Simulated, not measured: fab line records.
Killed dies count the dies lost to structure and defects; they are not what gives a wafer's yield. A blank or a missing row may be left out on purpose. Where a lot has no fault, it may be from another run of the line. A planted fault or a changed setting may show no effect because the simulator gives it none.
A lot that was struck, set against a sound lot -- flow nand-harc -- 38 steps out of a route of 1159
Sound: these wafers, L180.1, L180.3, L180.6. Wafers L197.3, L197.4, L197.6 were the ones struck. Last of all comes the cause.
For every step that has rows: the tool of each side, followed by ch and its chambers, followed by its first start. Under that, the readings that differ: sound wafers -- struck wafers -- difference of the means -- sigmas: that difference in standard deviations of wafers without a fault.
alike: a reading whose means differ by less than 2 such deviations, as well as words and numbers matching on both sides. not compared: withheld readings; readings where some wafer has no value; bounds like >300 that might hide an equal value; numbers whose values overlap and for which the record gives no deviation.
Wherever a step has rows on one side only, a row that says differs or no value, or a row with sigmas, the two part there. Non-overlapping numbers with no deviation appear without sigmas and do not part them. A reading that every wafer of one side lacks parts them only if that side has two wafers or more.

first, 11 steps without rows for these wafers: NHARC_P_ZERO_WELL_HARDBAKE_53 (time 80 s); NHARC_P_ZERO_WELL_DESCUM_54 (chemistry O2, time 3 s); NHARC_P_ZERO_WELL_IMPLANT_55; NHARC_P_ZERO_WELL_IMPLANT_61; NHARC_P_ZERO_WELL_STRIP_56 (strips in SPM, time 840 s); NHARC_P_ZERO_WELL_PRECLEAN_68 (cleans in SC1, time 60 s); NHARC_P_ZERO_WELL_SRD_69; NHARC_P_ZERO_WELL_RTA_42 (time 300 s); NHARC_P_STI_ETCH_26 (etches SiO2 in dHF, target depth 11 nm); NHARC_P_STI_PRECLEAN_27 (cleans in SC1); NHARC_P_STI_SRD_28.
NHARC_P_STI_OXIDE_29: material SiO2, target thk 10 nm, ox time 1362 s.
  sound on furnace-04 ch 0, day 2 18:19; struck on furnace-04 ch 0, day 7 00:53
  alike: zone-power-bottom-pct
then, 22 steps without rows for these wafers: NHARC_P_STI_HM_DEP_30 (deposits Si3N4, target thk 80 nm, time 873 s); NHARC_P_STI_DEHYDRATE_01 (time 120 s); NHARC_P_STI_HMDS_02 (time 30 s); NHARC_P_STI_COAT_41 (time 65 s); NHARC_P_STI_COAT_03 (resist thk 600 nm); NHARC_P_STI_SOFTBAKE_04 (time 70 s); NHARC_P_STI_EBR_05; NHARC_P_STI_EXPOSE_06 (exposes mask P STI, target cd 200 nm); NHARC_P_STI_PEB_07 (peb time 80 s); NHARC_P_STI_DEVELOP_08 (time 50 s); NHARC_P_STI_HARDBAKE_13 (time 65 s); NHARC_P_STI_DESCUM_14 (chemistry O2, time 3 s); NHARC_P_STI_ETCH_42 (etches the open film in N2/H2, target depth 80 nm, overetch 24 nm, time 61 s); NHARC_P_STI_ETCH_31 (etches the open film in CF4/CHF3, target depth 108.9 nm, time 54.5 s); NHARC_P_STI_ETCH_15 (etches the open film in HBr/Cl2, target depth 300 nm, time 100.1 s); NHARC_P_STI_STRIP_19 (strips in SPM, time 900 s); NHARC_P_STI_PRECLEAN_32 (cleans in SC1); NHARC_P_STI_SRD_23; NHARC_P_STI_OXIDE_33 (material SiO2, target thk 10 nm, ox time 281 s); NHARC_P_STI_HDPCVD_20 (deposits SiO2); NHARC_P_STI_ANNEAL_34 (time 1800 s); NHARC_P_STI_CMP_21 (polishes, t overpolish 20 s, target thk 380.67 nm).
-- here the record skips 3 days between the struck wafers' starts before and after, leaving off in module P_STI and picking up in module P_GATE (first step shown: number 144 of the route) --
NHARC_P_GATE_DESCUM_31: chemistry O2, time 3 s.
  sound on rie-diel-11 ch 1,3, day 5 11:34; struck on rie-diel-08 ch 0,1, day 9 21:56
reading,sound,struck,difference,sigmas
hold,- - -,await-dispo/2.3h/release await-dispo/2.3h/release await-dispo/2.3h/release,no value on the sound wafers,
  alike: drypump-motor-current-A, oes-product-au, rf-vpp-V, showerhead-plenum-p-Torr, throttle-valve-pct
  not compared: rf-hours-counter-h
-- here the record skips 2 days between the struck wafers' starts before and after, leaving off in module P_GATE and picking up in module P_M0 (first step shown: number 266 of the route) --
NHARC_P_M0_DESCUM_14: chemistry O2, time 3 s.
  sound on rie-diel-05 ch 0,1,3, day 6 14:37; struck on rie-diel-06 ch 2,3, day 12 09:32
reading,sound,struck,difference,sigmas
hold,- - -,await-dispo/1.0h/release await-dispo/1.0h/release await-dispo/1.0h/release,no value on the sound wafers,
oes-product-au (a.u.),1.007 1.002 0.997,0.980 0.989 0.971,-0.022,-2
model.P_M0.cd-nm (nm),91.34 90.22 89.77,88.87 89.28 89.03,-1.38,
  alike: drypump-motor-current-A, rf-vpp-V, showerhead-plenum-p-Torr, throttle-valve-pct
  not compared: rf-hours-counter-h
NHARC_P_M0_ETCH_15: etches the open film in C4F8/Ar, target depth 150 nm, overetch 15 nm, time 82.5 s.
  sound: rie-diel-05 ch 0,3; struck: rie-diel-06 ch 0,1
reading,sound,struck,difference,sigmas
model.P_M0.cd-nm (nm),90.77 89.79 89.21,88.2 89.2 88.49,-1.3,
  alike: oes-product-au, rf-vpp-V
  not compared: rf-hours-counter-h
-- record jumps: 13 days between struck wafers' starts before vs after; left off in module P_M0, resumes in module END, first step shown is number 1159 of the route --
NHARC_END_SORT_01:
  sound on prober-02 ch 0, day 20 00:48; struck on prober-02 ch 0, day 25 05:28
reading,sound,struck,difference,sigmas
killed-at-periphery,1 3 1,13 8 7,+8,+3
  alike: killed-at-array, killed-at-other, killed-dies, killed-open, killed-short

## WHERE THEY PART
First at NHARC_P_GATE_DESCUM_31; last, within this record, at NHARC_END_SORT_01.

WHY: what the simulator had put in
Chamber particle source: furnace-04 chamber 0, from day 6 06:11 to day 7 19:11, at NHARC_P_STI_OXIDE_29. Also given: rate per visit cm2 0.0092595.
